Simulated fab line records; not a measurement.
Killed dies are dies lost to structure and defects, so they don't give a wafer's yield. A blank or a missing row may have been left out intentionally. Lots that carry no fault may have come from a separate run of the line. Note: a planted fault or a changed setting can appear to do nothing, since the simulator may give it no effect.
Matching of chambers + flow n5-finfet + ald-sin-01 running N5_BEOL_M2_ALD_98: 4 sister chambers
The step deposits SiO2, target thk 2.5 nm, pulse time 1 s, co reactant pulse time 1 s. 20 wafers are shown with their chamber, then 10 later ones without.

WAFERS WITH THEIR CHAMBER
| wafer  | chamber | heater-power-outer-w (W) | heater-power-w (W) | precursor-pulse-height-rel |
|--------|---------|--------------------------|--------------------|----------------------------|
| L074.1 | 0       | 45.8                     | 84                 | 0.974                      |
| L074.5 | 1       | 44.2                     | 84                 | 1.016                      |
| L074.6 | 2       | 41.8                     | 75                 | 0.977                      |
| L076.1 | 1       | 44.1                     | 80                 | 1.031                      |
| L076.3 | 0       | 45.7                     | 87                 | 0.990                      |
| L076.5 | 2       | 40.2                     | 76                 | 1.020                      |
| L083.1 | 2       | 40.8                     | 78                 | 1.011                      |
| L083.2 | 1       | 44.6                     | 81                 | 1.004                      |
| L083.3 | 3       | 42.1                     | 77                 | 0.985                      |
| L082.1 | 2       | 41.3                     | 77                 | 1.010                      |
| L082.4 | 3       | 40.9                     | 80                 | 0.971                      |
| L082.5 | 0       | 46.0                     | 86                 | 1.000                      |
| L084.2 | 1       | 44.9                     | 83                 | 0.992                      |
| L084.4 | 0       | 46.0                     | 87                 | 0.980                      |
| L084.5 | 3       | 41.7                     | 79                 | 0.947                      |
| L091.2 | 1       | 44.9                     | 83                 | 1.029                      |
| L091.5 | 1       | 43.9                     | 83                 | 1.018                      |
| L091.6 | 0       | 46.4                     | 89                 | 1.014                      |
| L092.1 | 3       | 41.8                     | 79                 | 1.003                      |
| L092.2 | 1       | 43.1                     | 83                 | 0.987                      |

SIGNATURES, as means of the wafers listed above
| reading                    | chamber 0 | chamber 1 | chamber 2 | chamber 3 | scatter within a chamber |
|----------------------------|-----------|-----------|-----------|-----------|--------------------------|
| heater-power-outer-w       | 45.980    | 44.243    | 41.025    | 41.625    | 0.555                    |
| heater-power-w             | 86.60     | 82.43     | 76.50     | 78.75     | 1.47                     |
| precursor-pulse-height-rel | 0.99160   | 1.01100   | 1.00450   | 0.97650   | 0.0186                   |
Rule: for each reading, subtract the chamber's mean from the wafer's reading, divide by that reading's scatter and square the result; add these up over the readings and take the root, which gives the wafer's distance from the chamber. The wafer belongs to the nearest chamber; if the next one is less than 2 further off, it can't be placed. The scatter: take each reading less its chamber's mean, square it, sum over the shown wafers, divide by the number of wafers less the number of chambers, and take the root.

WAFERS MISSING THEIR CHAMBER
| wafer  | heater-power-outer-w (W) | heater-power-w (W) | precursor-pulse-height-rel |
|--------|--------------------------|--------------------|----------------------------|
| L092.5 | 40.9                     | 78                 | 1.026                      |
| L093.3 | 41.3                     | 77                 | 1.002                      |
| L093.4 | 46.5                     | 89                 | 0.984                      |
| L093.6 | 41.5                     | 79                 | 1.041                      |
| L096.2 | 40.6                     | 78                 | 0.965                      |
| L096.3 | 44.5                     | 84                 | 1.010                      |
| L096.4 | 41.4                     | 79                 | 1.012                      |
| L097.1 | 45.1                     | 83                 | 0.981                      |
| L097.3 | 41.5                     | 79                 | 1.014                      |
| L097.6 | 40.6                     | 78                 | 1.003                      |

WHICH CHAMBER EACH WENT THROUGH
| wafer  | from the rows above     | in truth |
|--------|-------------------------|----------|
| L092.5 | can't be placed: 2 or 3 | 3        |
| L093.3 | can't be placed: 2 or 3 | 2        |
| L093.4 | 0                       | 0        |
| L093.6 | can't be placed: 2 or 3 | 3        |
| L096.2 | can't be placed: 3 or 2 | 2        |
| L096.3 | 1                       | 1        |
| L096.4 | can't be placed: 2 or 3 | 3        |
| L097.1 | can't be placed: 1 or 0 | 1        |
| L097.3 | can't be placed: 2 or 3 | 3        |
| L097.6 | can't be placed: 2 or 3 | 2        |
Correct placement for 2 of the 10. Can't be placed from these rows: 8 (the true chamber is among the candidates in 8). Wrongly placed: 0.
